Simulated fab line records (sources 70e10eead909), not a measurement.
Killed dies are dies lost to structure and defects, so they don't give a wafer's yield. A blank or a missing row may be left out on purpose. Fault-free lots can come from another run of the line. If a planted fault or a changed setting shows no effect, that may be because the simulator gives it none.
What tool caused it? + flow nand_harc + 24 lots (72 wafers sampled), 1 step of a 1159-step route

WHAT EACH GAUGE READ, for each wafer
NHARC_A_START_INSPECT_01.
| lot  | measured     | on                | raw_defect_count |
|------|--------------|-------------------|------------------|
| L074 | day 6 14:43  | defect_inspect-02 | 3 2 3            |
| L075 | day 7 02:32  | defect_inspect-01 | 0 8 2            |
| L077 | day 7 11:56  | defect_inspect-02 | 5 2 5            |
| L076 | day 7 12:44  | defect_inspect-02 | 7 3 0            |
| L078 | day 7 13:46  | defect_inspect-02 | 8 8 5            |
| L081 | day 7 20:45  | defect_inspect-01 | 2 9 7            |
| L079 | day 7 21:10  | defect_inspect-02 | 5 3 4            |
| L080 | day 8 01:03  | defect_inspect-01 | 4 5 3            |
| L082 | day 8 14:19  | defect_inspect-01 | 4 3 4            |
| L083 | day 8 21:11  | defect_inspect-02 | 5 3 1            |
| L084 | day 8 22:17  | defect_inspect-02 | 5 3 1            |
| L085 | day 9 05:22  | defect_inspect-01 | 1 3 4            |
| L088 | day 9 18:13  | defect_inspect-01 | 4 9 1            |
| L087 | day 9 20:52  | defect_inspect-02 | 4 3 2            |
| L086 | day 9 21:38  | defect_inspect-01 | 3 7 1            |
| L089 | day 10 05:54 | defect_inspect-01 | 4 7 5            |
| L090 | day 10 06:47 | defect_inspect-02 | 1 7 3            |
| L091 | day 10 13:50 | defect_inspect-01 | 5 4 6            |
| L092 | day 11 00:09 | defect_inspect-02 | 4 7 5            |
| L093 | day 11 04:15 | defect_inspect-02 | 2 7 4            |
| L094 | day 11 15:54 | defect_inspect-01 | 4 6 2            |
| L095 | day 11 20:17 | defect_inspect-01 | 2 1 1            |
| L096 | day 11 21:36 | defect_inspect-01 | 6 5 4            |
| L097 | day 12 14:08 | defect_inspect-02 | 1 1 4            |

EACH LOT AND THE TOOL THAT RAN IT (in order: tool; ch and the chambers of the sampled wafers; start)
The record holds no process step before these readings.

WHAT THE TOOLS THEMSELVES READ (means of the sampled wafers that have a number; where no wafer has one, the mark that the record gives instead)
The record holds no such reading with a usual standard deviation.

THE ANSWER, worked out from the rows above alone
Rule: what is usual is taken from the lots themselves. The widest of any qualifying gaps counts: lots, ordered by their means at a reading, are off when they make up no more than a third of the lots, leave a main group of 4 or more, and stand apart from it by 3 or more times the standard deviation of that group's means. A main group whose means are all the same, to the digits that the tables above print for the reading, isn't used. Also off: a lot with no number at a reading for which 4 or more lots have one. All remaining lots with rows at the step are treated as sound. Order of review: gauges by route order, followed by the tools' own readings, for which a lot's mean as printed above is used. At the first step where some lot is off, the reading lying furthest off is the one used; lots without a number count as furthest.
No lot is off on any of the readings shown, so nothing can be concluded from this.

WHAT THE SIMULATOR HAD PUT IN
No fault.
